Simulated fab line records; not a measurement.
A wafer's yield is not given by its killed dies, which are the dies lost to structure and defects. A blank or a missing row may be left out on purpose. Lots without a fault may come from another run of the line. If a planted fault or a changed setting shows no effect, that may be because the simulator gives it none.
fab line records + flow n5-finfet
[record]
- lots = 9
- wafers = 27
- last-day = 16
route steps=1938 shown HKMG_FIN@448 BEOL_M4@1111 PASSIVATION@1936
lots untouched by any fault: they come from a run of this same line in which no faults occurred
start-h: start of the lot's first displayed wafer, in hours after the record's first day + wait-h: hours elapsed since this lot's preceding step + " as in the row above + L1.1+2: several wafers, shown together as one row + - no value present, or no start provided + * or withheld: withheld + < > ~ a bound
route shown NAME@n: names a module that has steps shown in the file, with the first one's number in the route + usual: mean/standard deviation taken from wafers without a fault + same: alike in all rows + chamber/n: place in a boat + sites: each site's reading + _std_site: their standard deviation + _edge_site: inner sites' mean taken away from outer sites' mean + radius-mm: how far each site lies from the wafer's centre + mask NAME#n: copy n + behind: the last tool/chamber to shape the wafer + hold: what put the lot on hold/how long, in hours/how the hold closed + device: the transistor (n, p or np) that didn't switch + end of line: tests run on the same wafers once the route is complete + where a step has no rows: the recipe by itself + killed: dies lost to structure and defects at the first sort, not the wafer's yield + map: the dies of a wafer, with x for killed, . for not killed, _ for no die there
set.NAME: setting as actually run; set.NAME@STEP: the setting as run at that earlier step + model.NAME: the simulator's own value behind a step, which no gauge read
the route's steps for a sample of lots (tables are steps, rows are wafers)
services: from which hour (start-h, from the record's first day; less than 0 if before it) a tool's chamber was out of use, for how many hours, and why
[[steps]]
[step N5_HKMG_FIN_NWFM_ALD_20]
[recipe]
- material = TiAlC
- target-thk-a = 20
- temp-c = 300
- ald-precursor-family = TiCl4
- ald-co-reactant = TEA
- pulse-time-s = 3
- purge-time-s = 2
- co-reactant-purge-time-s = 2
- co-reactant-pulse-time-s = 10
- ald-cycles = 7
- pressure-torr = 3
[usual]
- heater-power-w = 495/31
- precursor-pulse-height-rel = 0.998/0.02
- susceptor-temp-C = 300.01/0.19
[same]
- ald-cycles = 7
| lot.wafer | tool         | chamber | start-h | wait-h | heater-power-w | precursor-pulse-height-rel | susceptor-temp-C |
|-----------|--------------|---------|---------|--------|----------------|----------------------------|------------------|
| L434.2    | ald-metal-04 | 3       | 90.69   | 0.3    | 440            | 0.988                      | 300.07           |
| L434.5    | "            | 3       | "       | "      | 441            | 0.981                      | 299.82           |
| L434.6    | "            | 2       | "       | "      | 521            | 0.993                      | 300.12           |
| L437.1    | ald-metal-04 | 2       | 107.05  | 0.3    | 509            | 1.015                      | 299.84           |
| L437.2    | "            | 0       | "       | "      | 475            | 0.964                      | 300.43           |
| L437.5    | "            | 3       | "       | "      | 440            | 0.969                      | 300.12           |
| L439.3    | ald-metal-04 | 2       | 125.95  | 0.1    | 514            | 1.012                      | 300.15           |
| L439.4    | "            | 3       | "       | "      | 436            | 0.995                      | 300.09           |
| L439.6    | "            | 2       | "       | "      | 503            | 0.988                      | 300.01           |
| L440.1    | ald-metal-01 | 3       | 126.11  | 0.3    | 459            | 1.037                      | 300.03           |
| L440.2    | "            | 1       | "       | "      | 520            | 0.998                      | 299.76           |
| L440.4    | "            | 2       | "       | "      | 532            | 1.023                      | 300.06           |
| L443.3    | ald-metal-01 | 1       | 141.46  | 0.1    | 520            | 1.041                      | 299.73           |
| L443.5    | "            | 3       | "       | "      | 457            | 0.969                      | 299.97           |
| L443.6    | "            | 0       | "       | "      | 479            | 0.990                      | 299.88           |
| L446.1    | ald-metal-01 | 0       | 159.90  | 0.4    | 478            | 0.977                      | 299.81           |
| L446.3    | "            | 3       | "       | "      | 455            | 1.034                      | 299.98           |
| L446.4    | "            | 1       | "       | "      | 517            | 1.012                      | 299.86           |
| L448.1    | ald-metal-04 | 0       | 174.52  | 0.3    | 480            | 1.045                      | 300.13           |
| L448.3    | "            | 1       | "       | "      | 528            | 1.005                      | 300.29           |
| L448.5    | "            | 1       | "       | "      | 521            | 0.995                      | 299.93           |
| L449.3    | ald-metal-01 | 2       | 180.33  | 0.1    | 527            | 0.981                      | 300.07           |
| L449.5    | "            | 1       | "       | "      | 535            | 1.026                      | 299.80           |
| L449.6    | "            | 0       | "       | "      | 431            | 1.031                      | 287.01           |
| L451.2    | ald-metal-01 | 3       | 192.27  | 0.3    | 463            | 0.971                      | 300.04           |
| L451.4    | "            | 1       | "       | "      | 527            | 1.022                      | 299.92           |
| L451.6    | "            | 0       | "       | "      | 427            | 1.023                      | 287.61           |
[step N5_HKMG_FIN_ETCHBACK_68]
[recipe]
- chemistry = Cl2/Ar
- stop-on = HfO2
- target-depth-a = 5
- pressure-mtorr = 10
- icp-w = 600
- bias-w = 60
- Cl2_flow_sccm = 40
- Ar_flow_sccm = 60
[usual]
- bias-w = 60.00/0.18
- drypump-motor-current-A = 6.06/0.23
- oes_ar_750_au = 0.70/0.11
- oes-product-au = 0.70/0.11
- throttle-valve-pct = 20.90/0.18
| lot.wafer | tool         | chamber | start-h | wait-h | bias-w | drypump-motor-current-A | oes_ar_750_au | oes-product-au | rf-hours-counter-h | throttle-valve-pct |
|-----------|--------------|---------|---------|--------|--------|-------------------------|---------------|----------------|--------------------|--------------------|
| L434.2    | rie-metal-01 | 0       | 91.34   | 0.0    | 60.13  | 6.30                    | 0.78          | 0.80           | 26                 | 20.64              |
| L434.5    | "            | 1       | "       | "      | 60.13  | 6.17                    | 0.61          | 0.60           | -                  | 21.11              |
| L434.6    | "            | 0       | "       | "      | 60.26  | 6.30                    | 0.78          | 0.80           | -                  | 20.62              |
| L437.1    | rie-metal-02 | 1       | 107.73  | 0.0    | 60.26  | 5.46                    | 0.61          | 0.62           | 100                | 20.96              |
| L437.2    | "            | 0       | "       | "      | 59.84  | 5.79                    | 0.59          | 0.59           | 122                | 21.21              |
| L437.5    | "            | 0       | "       | "      | 59.83  | 5.77                    | 0.59          | 0.59           | -                  | 21.19              |
| L439.3    | rie-metal-03 | 1       | 126.64  | 0.1    | 60.09  | 5.98                    | 0.79          | 0.80           | -                  | 20.84              |
| L439.4    | "            | 0       | "       | "      | 60.04  | 6.13                    | 0.60          | 0.62           | -                  | 20.92              |
| L439.6    | "            | 1       | "       | "      | 59.96  | 5.99                    | 0.80          | 0.79           | -                  | 20.84              |
| L440.1    | rie-metal-01 | 1       | 126.76  | 0.0    | 60.16  | 6.18                    | 0.61          | 0.59           | 137                | 21.14              |
| L440.2    | "            | 0       | "       | "      | 60.31  | 6.28                    | 0.77          | 0.80           | 28                 | 20.65              |
| L440.4    | "            | 0       | "       | "      | 60.40  | 6.27                    | 0.77          | 0.79           | -                  | 20.63              |
| L443.3    | rie-metal-01 | 0       | 142.16  | 0.1    | 59.85  | 6.27                    | 0.78          | 0.78           | -                  | 20.65              |
| L443.5    | "            | 0       | "       | "      | 60.14  | 6.27                    | 0.78          | 0.79           | -                  | 20.62              |
| L443.6    | "            | 1       | "       | "      | 60.10  | 6.19                    | 0.61          | 0.59           | -                  | 21.13              |
| L446.1    | rie-metal-03 | 0       | 160.62  | 0.1    | 59.75  | 6.14                    | 0.60          | 0.61           | 117                | 20.96              |
| L446.3    | "            | 0       | "       | "      | 59.89  | 6.14                    | 0.60          | 0.61           | -                  | 20.95              |
| L446.4    | "            | 1       | "       | "      | 60.06  | 5.99                    | 0.78          | 0.79           | -                  | 20.87              |
| L448.1    | rie-metal-03 | 1       | 175.19  | 0.0    | 60.17  | 5.98                    | 0.77          | 0.78           | 35                 | 20.87              |
| L448.3    | "            | 1       | "       | "      | 59.87  | 5.99                    | 0.77          | 0.78           | -                  | 20.86              |
| L448.5    | "            | 0       | "       | "      | 59.92  | 6.11                    | 0.60          | 0.61           | -                  | 20.94              |
| L449.3    | rie-metal-03 | 1       | 181.03  | 0.1    | 60.24  | 5.98                    | 0.77          | 0.78           | -                  | 20.87              |
| L449.5    | "            | 0       | "       | "      | 60.06  | 6.14                    | 0.60          | 0.61           | -                  | 20.95              |
| L449.6    | "            | 1       | "       | "      | 60.19  | 5.99                    | 0.78          | 0.79           | -                  | 20.88              |
| L451.2    | rie-metal-03 | 0       | 192.93  | 0.0    | 60.08  | 6.12                    | 0.59          | 0.61           | 120                | 20.96              |
| L451.4    | "            | 0       | "       | "      | 59.79  | 6.14                    | 0.60          | 0.61           | -                  | 20.96              |
| L451.6    | "            | 0       | "       | "      | 59.99  | 6.12                    | 0.60          | 0.61           | -                  | 20.96              |
[step N5_HKMG_FIN_STRIP_69]
[recipe]
- chemistry = N2/H2
- power-w = 2500
- temp-c = 300
- h2-frac = 0.65
- time-s = 360
- pressure-mtorr = withheld
- n2-flow-sccm = 1750
- h2-flow-sccm = 3250
[usual]
- drypump-motor-current-A = 5.9/0.5
- heater-power-w = 529/60
- temp-c = 299.98/0.2
| lot.wafer | tool            | chamber | start-h | wait-h | drypump-motor-current-A | heater-power-w | rf-hours-counter-h | temp-c |
|-----------|-----------------|---------|---------|--------|-------------------------|----------------|--------------------|--------|
| L434.2    | plasma-asher-01 | 0       | 91.52   | 0.1    | 6.2                     | 478            | 100                | 299.78 |
| L434.5    | "               | 0       | "       | "      | 6.2                     | 479            | -                  | 299.98 |
| L434.6    | "               | 1       | "       | "      | 5.0                     | 430            | -                  | 300.15 |
| L437.1    | plasma-asher-02 | 0       | 107.87  | 0.1    | 5.7                     | 535            | 38                 | 300.18 |
| L437.2    | "               | 1       | "       | "      | 6.3                     | 584            | 38                 | 300.13 |
| L437.5    | "               | 1       | "       | "      | 6.3                     | 592            | -                  | 300.11 |
| L439.3    | plasma-asher-02 | 0       | 126.86  | 0.2    | 5.7                     | 545            | -                  | 300.05 |
| L439.4    | "               | 1       | "       | "      | 6.4                     | 598            | -                  | 300.00 |
| L439.6    | "               | 0       | "       | "      | 5.7                     | 541            | -                  | 300.29 |
| L440.1    | plasma-asher-01 | 0       | 126.90  | 0.1    | 6.2                     | 474            | 107                | 300.08 |
| L440.2    | "               | 1       | "       | "      | 4.9                     | 432            | 107                | 300.11 |
| L440.4    | "               | 1       | "       | "      | 5.0                     | 438            | -                  | 300.15 |
| L443.3    | plasma-asher-01 | 1       | 142.38  | 0.2    | 4.9                     | 437            | -                  | 300.25 |
| L443.5    | "               | 1       | "       | "      | 4.9                     | 434            | -                  | 300.39 |
| L443.6    | "               | 0       | "       | "      | 6.2                     | 479            | -                  | 300.04 |
| L446.1    | plasma-asher-02 | 1       | 160.76  | 0.1    | 6.3                     | 600            | 49                 | 300.43 |
| L446.3    | "               | 0       | "       | "      | 5.7                     | 526            | -                  | 300.16 |
| L446.4    | "               | 1       | "       | "      | 6.4                     | 589            | -                  | 300.23 |
| L448.1    | plasma-asher-02 | 1       | 175.33  | 0.1    | 6.3                     | 604            | 52                 | 300.06 |
| L448.3    | "               | 1       | "       | "      | 6.4                     | 593            | -                  | 300.15 |
| L448.5    | "               | 1       | "       | "      | 6.4                     | 591            | -                  | 300.15 |
| L449.3    | plasma-asher-02 | 0       | 181.27  | 0.2    | 5.7                     | 548            | -                  | 299.84 |
| L449.5    | "               | 1       | "       | "      | 6.3                     | 609            | -                  | 300.05 |
| L449.6    | "               | 0       | "       | "      | 5.7                     | 544            | -                  | 299.72 |
| L451.2    | plasma-asher-01 | 1       | 193.07  | 0.1    | 4.9                     | 420            | 117                | 299.84 |
| L451.4    | "               | 0       | "       | "      | 6.2                     | 460            | -                  | 299.84 |
| L451.6    | "               | 0       | "       | "      | 6.2                     | 473            | -                  | 300.00 |
[step N5_HKMG_FIN_ALD_21]
[recipe]
- material = TiN
- target-thk-a = 15
- temp-c = 400
- ald-precursor-family = TiCl4
- ald-co-reactant = NH3
- pulse-time-s = 1
- purge-time-s = 3
- co-reactant-purge-time-s = 2
- co-reactant-pulse-time-s = 2
- ald-cycles = 68
- pressure-torr = 3
[usual]
- heater-power-w = 889/40
- precursor-pulse-height-rel = 1.002/0.019
- susceptor-temp-C = 400.01/0.23
[same]
- ald-cycles = 68
| lot.wafer | tool         | chamber | start-h | wait-h | heater-power-w | precursor-pulse-height-rel | susceptor-temp-C |
|-----------|--------------|---------|---------|--------|----------------|----------------------------|------------------|
| L434.2    | ald-metal-02 | 3       | 91.91   | 0.3    | 864            | 1.005                      | 400.40           |
| L434.5    | "            | 1       | "       | "      | 929            | 0.993                      | 400.05           |
| L434.6    | "            | 2       | "       | "      | 883            | 1.007                      | 399.99           |
| L437.1    | ald-metal-02 | 1       | 108.25  | 0.3    | 924            | 0.974                      | 399.66           |
| L437.2    | "            | 0       | "       | "      | 857            | 0.993                      | 400.18           |
| L437.5    | "            | 0       | "       | "      | 875            | 1.013                      | 400.78           |
| L439.3    | ald-metal-02 | 1       | 127.13  | 0.1    | 934            | 0.976                      | 399.98           |
| L439.4    | "            | 3       | "       | "      | 863            | 1.005                      | 400.12           |
| L439.6    | "            | 3       | "       | "      | 838            | 0.992                      | 400.14           |
| L440.1    | ald-metal-01 | 0       | 127.29  | 0.3    | 859            | 1.007                      | 400.01           |
| L440.2    | "            | 1       | "       | "      | 908            | 0.983                      | 400.25           |
| L440.4    | "            | 3       | "       | "      | 833            | 1.036                      | 400.17           |
| L443.3    | ald-metal-01 | 0       | 142.64  | 0.1    | 860            | 1.021                      | 400.05           |
| L443.5    | "            | 0       | "       | "      | 851            | 1.024                      | 399.48           |
| L443.6    | "            | 3       | "       | "      | 811            | 0.988                      | 399.90           |
| L446.1    | ald-metal-02 | 1       | 161.15  | 0.3    | 935            | 1.024                      | 399.84           |
| L446.3    | "            | 2       | "       | "      | 869            | 0.986                      | 399.90           |
| L446.4    | "            | 3       | "       | "      | 853            | 1.001                      | 400.30           |
| L448.1    | ald-metal-02 | 3       | 175.72  | 0.3    | 882            | 1.032                      | 399.92           |
| L448.3    | "            | 1       | "       | "      | 914            | 0.982                      | 399.90           |
| L448.5    | "            | 1       | "       | "      | 886            | 1.012                      | 400.39           |
| L449.3    | ald-metal-01 | 3       | 181.53  | 0.1    | 807            | 1.028                      | 400.01           |
| L449.5    | "            | 3       | "       | "      | 821            | 0.989                      | 399.80           |
| L449.6    | "            | 2       | "       | "      | 966            | 1.011                      | 400.21           |
| L451.2    | ald-metal-01 | 2       | 193.45  | 0.3    | 951            | 0.997                      | 400.06           |
| L451.4    | "            | 1       | "       | "      | 940            | 0.989                      | 399.91           |
| L451.6    | "            | 1       | "       | "      | 909            | 1.024                      | 400.15           |
[step N5_BEOL_M4_RC_MEAS_101]
[usual]
- DIBL_N = 36.2/1.6
- DIBL_P = 36.5/1.9
- IOFF_N = 0.158/0.027
- IOFF_N_85C = 3.1/0.45
- IOFF_N_LIN = 0.073/0.01
- IOFF_N_LONG = 5.45e-05/2.1e-06
- IOFF_P = 0.21/0.038
- ION_N = 675/12
- ION_P = 464/8.9
- SS_N = 71.5/0.61
- SS_P = 73.4/0.59
- VT_N = 250.4/3
- VT_N_LONG = 275.5/1.7
- VT_N_LVT = 99.1/2.9
- VT_P = -250/3.6
| lot.wafer | tool      | chamber | start-h | wait-h | DIBL_N[mV/V] | DIBL_P[mV/V] | IOFF_N[nA/um] | IOFF_N_85C[nA/um] | IOFF_N_LIN[nA/um] | IOFF_N_LONG[nA/um] | IOFF_P[nA/um] | ION_N[uA/um] | ION_P[uA/um] | SS_N[mV/dec] | SS_P[mV/dec] | VT_N[mV] | VT_N_LONG[mV] | VT_N_LVT[mV] | VT_P[mV] |
|-----------|-----------|---------|---------|--------|--------------|--------------|---------------|-------------------|-------------------|--------------------|---------------|--------------|--------------|--------------|--------------|----------|---------------|--------------|----------|
| L434.2    | prober-01 | 0       | 170.34  | 0.2    | 35.1         | 35.1         | 0.140         | 2.7               | 0.066             | 5.3e-05            | 0.18          | 670          | 458          | 71.4         | 73.4         | 250.7    | 276.2         | 102.4        | -254     |
| L434.5    | "         | 0       | "       | "      | 34.4         | 34.7         | 0.130         | 2.5               | 0.063             | 5.23e-05           | 0.18          | 663          | 461          | 70.9         | 73.1         | 255.0    | 273.5         | 103.4        | -254     |
| L434.6    | "         | 0       | "       | "      | 34.1         | 33.3         | 0.114         | 2.3               | 0.056             | 5.15e-05           | 0.16          | 656          | 449          | 71.2         | 72.0         | 254.7    | 276.1         | 106.9        | -255     |
| L437.1    | prober-02 | 0       | 192.78  | 0.0    | 37.8         | 36.5         | 0.156         | 3.0               | 0.070             | 5.54e-05           | 0.20          | 672          | 455          | 70.3         | 73.7         | 252.7    | 276.3         | 98.5         | -250     |
| L437.2    | "         | 0       | "       | "      | 37.4         | 37.5         | 0.165         | 3.2               | 0.075             | 5.47e-05           | 0.21          | 676          | 462          | 71.3         | 73.5         | 248.5    | 277.1         | 95.9         | -248     |
| L437.5    | "         | 0       | "       | "      | 35.7         | 34.7         | 0.122         | 2.5               | 0.058             | 5.48e-05           | 0.17          | 653          | 452          | 70.5         | 72.9         | 254.3    | 275.8         | 101.2        | -253     |
| L439.3    | prober-01 | 0       | 211.01  | 0.3    | 34.9         | 34.8         | 0.129         | 2.6               | 0.063             | 5.67e-05           | 0.20          | 673          | 465          | 71.5         | 73.4         | 255.7    | 275.1         | 101.6        | -249     |
| L439.4    | "         | 0       | "       | "      | 34.2         | 34.6         | 0.121         | 2.5               | 0.061             | 5.6e-05            | 0.19          | 665          | 461          | 71.3         | 72.7         | 254.4    | 274.9         | 103.5        | -251     |
| L439.6    | "         | 0       | "       | "      | 36.7         | 37.9         | 0.165         | 3.2               | 0.078             | 5.5e-05            | 0.25          | 685          | 474          | 72.1         | 73.2         | 248.9    | 273.4         | 99.1         | -245     |
| L440.1    | prober-01 | 0       | 212.54  | 0.0    | 37.5         | 36.6         | 0.156         | 3.1               | 0.072             | 5.23e-05           | 0.18          | 666          | 452          | 71.0         | 73.1         | 250.0    | 275.4         | 97.7         | -257     |
| L440.2    | "         | 0       | "       | "      | 39.8         | 38.7         | 0.211         | 3.9               | 0.091             | 5.32e-05           | 0.21          | 682          | 453          | 72.3         | 73.9         | 246.5    | 276.0         | 93.5         | -255     |
| L440.4    | "         | 0       | "       | "      | 36.0         | 34.4         | 0.128         | 2.6               | 0.059             | 5.3e-05            | 0.16          | 651          | 437          | 71.1         | 73.0         | 256.1    | 277.0         | 101.8        | -259     |
| L443.3    | prober-01 | 0       | 227.77  | 0.3    | 34.9         | 35.8         | 0.142         | 2.8               | 0.070             | 5.85e-05           | 0.19          | 671          | 463          | 70.5         | 73.5         | 251.0    | 269.3         | 97.8         | -250     |
| L443.5    | "         | 0       | "       | "      | 36.5         | 37.3         | 0.175         | 3.3               | 0.082             | 5.94e-05           | 0.20          | 691          | 464          | 70.8         | 73.8         | 245.7    | 272.3         | 94.5         | -251     |
| L443.6    | "         | 0       | "       | "      | 38.2         | 39.0         | 0.209         | 3.8               | 0.095             | 6.02e-05           | 0.25          | 705          | 474          | 72.8         | 73.6         | 246.5    | 273.6         | 93.2         | -246     |
| L446.1    | prober-01 | 0       | 255.25  | 0.0    | 36.2         | 37.1         | 0.157         | 3.1               | 0.075             | 5.73e-05           | 0.25          | 685          | 473          | 70.6         | 73.1         | 247.2    | 273.8         | 98.0         | -246     |
| L446.3    | "         | 0       | "       | "      | 39.3         | 40.7         | 0.232         | 4.3               | 0.101             | 6.07e-05           | 0.31          | 699          | 480          | 72.4         | 74.5         | 243.7    | 271.2         | 93.3         | -241     |
| L446.4    | "         | 0       | "       | "      | 38.4         | 39.7         | 0.198         | 3.8               | 0.089             | 5.87e-05           | 0.31          | 686          | 474          | 71.0         | 74.5         | 244.2    | 272.8         | 96.6         | -240     |
| L448.1    | prober-02 | 0       | 276.81  | 0.0    | 36.2         | 35.3         | 0.141         | 2.8               | 0.066             | 5.48e-05           | 0.18          | 677          | 464          | 70.7         | 73.0         | 250.3    | 275.7         | 100.7        | -253     |
| L448.3    | "         | 0       | "       | "      | 35.3         | 34.9         | 0.142         | 2.8               | 0.067             | 5.38e-05           | 0.18          | 668          | 460          | 71.1         | 72.6         | 249.4    | 275.1         | 99.1         | -252     |
| L448.5    | "         | 0       | "       | "      | 35.5         | 35.6         | 0.138         | 2.7               | 0.065             | 5.4e-05            | 0.18          | 685          | 457          | 71.1         | 73.1         | 251.5    | 274.9         | 100.8        | -254     |
| L451.2    | prober-01 | 0       | 276.87  | 0.2    | 37.6         | 39.8         | 0.205         | 3.8               | 0.087             | 5.35e-05           | 0.24          | 676          | 460          | 72.9         | 74.1         | 246.6    | 276.3         | 95.8         | -249     |
| L451.4    | "         | 0       | "       | "      | 35.3         | 38.0         | 0.153         | 3.0               | 0.071             | 5.3e-05            | 0.21          | 669          | 462          | 71.9         | 74.0         | 252.0    | 277.6         | 99.3         | -251     |
| L451.6    | "         | 0       | "       | "      | 34.3         | 36.5         | 0.060         | 1.4               | 0.028             | 3.33e-05           | 0.23          | 610          | 468          | 71.9         | 73.4         | 275.3    | 301.0         | 122.8        | -247     |
| L449.3    | prober-01 | 0       | 279.92  | 0.3    | 36.6         | 37.1         | 0.172         | 3.2               | 0.075             | 5.34e-05           | 0.21          | 666          | 463          | 72.4         | 72.5         | 249.4    | 277.0         | 99.7         | -252     |
| L449.5    | "         | 0       | "       | "      | 37.2         | 37.6         | 0.176         | 3.3               | 0.076             | 5.2e-05            | 0.22          | 669          | 458          | 72.7         | 74.3         | 250.6    | 278.0         | 99.3         | -252     |
| L449.6    | "         | 0       | "       | "      | 35.2         | 36.7         | 0.064         | 1.4               | 0.031             | 3.17e-05           | 0.25          | 623          | 471          | 71.5         | 73.6         | 274.7    | 298.6         | 124.3        | -246     |
[step N5_PASSIVATION_PROBE_49]
[usual]
- defect-limited-yield = 91.3/1.7
- killed_at_M0_to_M3 = 33/11
- killed_at_M4_up = 14/5.5
- killed-at-contacts = 13/6.5
- killed-at-front-end = 39/13
- killed-at-other = 3.4/2.9
- killed-dies = 103/20
- killed-open = 69/15
- killed-short = 32/8.1
- sort_bin_5_function = 5.1/1.1
- sort_bin_6_memory = 3.3/0.74
- sort_bin_8_speed = 0.00/0.014
- sort-n-pass = 1077/20
- sort-yield-pct = 91.3/1.7
[same]
- gross-dies = 1180
- killed-at-back-side = 0
- sort_bin_4_leakage[%] = 0
| lot.wafer | tool      | chamber | start-h | wait-h | defect-limited-yield[%] | killed_at_M0_to_M3 | killed_at_M4_up | killed-at-contacts | killed-at-front-end | killed-at-other | killed-dies | killed-open | killed-short | sort_bin_5_function[%] | sort_bin_6_memory[%] | sort_bin_8_speed[%] | sort-n-pass | sort-yield-pct[%] |
|-----------|-----------|---------|---------|--------|-------------------------|--------------------|-----------------|--------------------|---------------------|-----------------|-------------|-------------|--------------|------------------------|----------------------|---------------------|-------------|-------------------|
| L451.2    | prober-01 | -       | 385.79  | 0.1    | 91.5                    | 31                 | 9               | 9                  | 47                  | 4               | 100         | 70          | 28           | 4.5                    | 3.6                  | 0                   | 1080        | 91.5              |
| L451.4    | prober-01 | -       | 385.89  | 0.2    | 91.9                    | 22                 | 6               | 21                 | 34                  | 13              | 96          | 60          | 36           | 5.1                    | 2.9                  | 0                   | 1084        | 91.9              |
| L451.6    | prober-01 | -       | 385.99  | 0.3    | 89.0                    | 38                 | 13              | 20                 | 54                  | 5               | 130         | 88          | 37           | 6.2                    | 4.1                  | 61.10               | 329         | 27.9              |
| L449.3    | prober-01 | -       | 390.85  | 0.1    | 93.3                    | 20                 | 14              | 7                  | 37                  | 1               | 79          | 63          | 15           | 3.7                    | 2.9                  | 0                   | 1101        | 93.3              |
| L449.5    | prober-01 | -       | 390.95  | 0.2    | 93.0                    | 11                 | 17              | 13                 | 35                  | 7               | 83          | 56          | 26           | 4.2                    | 2.5                  | 0                   | 1097        | 93.0              |
| L449.6    | prober-01 | -       | 391.00  | 0.3    | 92.5                    | 16                 | 15              | 22                 | 30                  | 5               | 88          | 55          | 31           | 4.1                    | 3.1                  | 39.75               | 623         | 52.8              |
// killed by level:class
L451.2 FIN_SAQP:geometric-particle:open=10 STI_FIN_REVEAL:geometric-particle:open=10 BEOL_M2:geometric-particle:open=8 MOL_CONTACT_COAG:geometric-particle:open=7 BEOL_M3:geometric-particle:open=7 FIN_SAQP:geometric-particle:short=6 BEOL_M0_SAQP:geometric-particle:open=6 BEOL_M0_SAQP:geometric-particle:short=6
L451.4 MOL_CONTACT_COAG:geometric-particle:open=15 FIN_SAQP:geometric-particle:open=8 STI_FIN_REVEAL:geometric-particle:open=6 MOL_CONTACT_COAG:geometric-particle:short=6 PASS1_CAP:geometric-particle:short=6 BEOL_M1:geometric-particle:open=5 FIN_SAQP:geometric-particle:short=4 BEOL_M0_SAQP:geometric-particle:open=4
L451.6 MOL_CONTACT_COAG:geometric-particle:open=17 BEOL_M2:geometric-particle:open=17 STI_FIN_REVEAL:geometric-particle:open=14 FIN_SAQP:geometric-particle:short=8 BEOL_M0_SAQP:geometric-particle:open=6 FIN_SAQP:geometric-particle:open=5 BEOL_M3:geometric-particle:open=5 BEOL_M4:geometric-particle:open=5
L449.3 STI_FIN_REVEAL:geometric-particle:open=14 BEOL_M1:geometric-particle:open=8 MOL_CONTACT_COAG:geometric-particle:open=6 BEOL_M4:geometric-particle:open=6 FIN_SAQP:geometric-particle:open=5 DUMMY_GATE:geometric-particle:open=4 GATE_CUT:geometric-particle:open=3 BEOL_M0_SAQP:geometric-particle:open=3
L449.5 STI_FIN_REVEAL:geometric-particle:open=9 MOL_CONTACT_COAG:geometric-particle:open=9 STARTING-WAFER:geometric-particle:short=7 BEOL_M4:geometric-particle:open=7 FIN_SAQP:geometric-particle:open=4 DUMMY_GATE:geometric-particle:open=4 ILD0:geometric-particle:open=4 BEOL_M2:geometric-particle:open=4
L449.6 MOL_CONTACT_COAG:geometric-particle:open=19 FIN_SAQP:geometric-particle:short=7 STI_FIN_REVEAL:geometric-particle:open=5 BEOL_M0_SAQP:geometric-particle:short=4 GATE_CUT:geometric-particle:short=4 BEOL_M0:geometric-particle:open=4 BEOL_M4:geometric-particle:open=4 BEOL_M5:geometric-particle:open=4
[[services]]
| tool            | chamber | start-h | hours | kind           |
|-----------------|---------|---------|-------|----------------|
| ald-metal-01    | 0       | 70.26   | 7.8   | repair         |
| rie-metal-03    | -       | 91.15   | 14.6  | pm             |
| ald-metal-01    | -       | 109.13  | 14.6  | pm             |
| ald-metal-01    | -       | 123.82  | 0.6   | repair         |
| ald-metal-02    | -       | 134.17  | 0.4   | repair         |
| ald-metal-04    | -       | 135.80  | 14.6  | pm             |
| rie-metal-02    | -       | 149.58  | 14.6  | pm             |
| ald-metal-02    | 1       | 150.83  | 3.9   | repair         |
| rie-metal-01    | 1       | 152.42  | -     | clean          |
| rie-metal-01    | 1       | 152.42  | 22.0  | scheduled-down |
| rie-metal-01    | 1       | 152.42  | 22.0  | vent-cycle     |
| ald-metal-04    | -       | 153.92  | 8.7   | pm             |
| rie-metal-02    | -       | 166.89  | 0.1   | repair         |
| plasma-asher-01 | -       | 170.20  | 11.7  | repair         |
| ald-metal-01    | 3       | 172.43  | 7.9   | repair         |
| ald-metal-04    | -       | 180.21  | 2.8   | pm             |
[[key]]
[first-sign]
- step = N5_HKMG_FIN_NWFM_ALD_20
- reading = susceptor-temp-C
- direction = down
- sigmas = 66
- usual = *
- struck = *
[effect]
- step = N5_BEOL_M4_RC_MEAS_101
- reading = VT_N_LONG
- direction = up
- sigmas = 14
- usual = 275.5
- struck = 299.8
[effect]
- step = N5_BEOL_M4_RC_MEAS_101
- reading = IOFF_N_LONG
- direction = down
- sigmas = 11
- usual = 5.45e-05
- struck = 3.25e-05
[effect]
- step = N5_BEOL_M4_RC_MEAS_101
- reading = VT_N_LVT
- direction = up
- sigmas = 8.4
- usual = 99.1
- struck = 123.6
[effect]
- step = N5_BEOL_M4_RC_MEAS_101
- reading = VT_N
- direction = up
- sigmas = 8.2
- usual = 250.4
- struck = 275.0
[effect]
- step = N5_BEOL_M4_RC_MEAS_101
- reading = ION_N
- direction = down
- sigmas = 4.9
- usual = 675
- struck = 616
[effect]
- step = N5_BEOL_M4_RC_MEAS_101
- reading = IOFF_N_LIN
- direction = down
- sigmas = 4.2
- usual = 0.073
- struck = 0.029
[effect]
- step = N5_BEOL_M4_RC_MEAS_101
- reading = IOFF_N_85C
- direction = down
- sigmas = 3.7
- usual = 3.1
- struck = 1.4
[effect]
- step = N5_BEOL_M4_RC_MEAS_101
- reading = IOFF_N
- direction = down
- sigmas = 3.5
- usual = 0.158
- struck = 0.062
[effect]
- step = N5_PASSIVATION_PROBE_49
- reading = sort_bin_8_speed
- direction = up
- sigmas = 99+
- usual = 0.00
- struck = 50.42
met-at N5_HKMG_FIN_NWFM_ALD_20
struck-lots L449,L451
struck-wafers L449.6,L451.6
not-acting-at N5_HKMG_FIN_ETCHBACK_68,N5_HKMG_FIN_STRIP_69,N5_HKMG_FIN_ALD_21
onset-between 159.90 180.33
[fault]
- kind = process-parameter-drift
- tool = ald-metal-01
- chamber = 0
- onset-h = 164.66
- steps = N5_HKMG_FIN_NWFM_ALD_20
- channel = temp-c
- offset = *
- shape = step
- end-h = 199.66
- acts-in = *
- stated = *
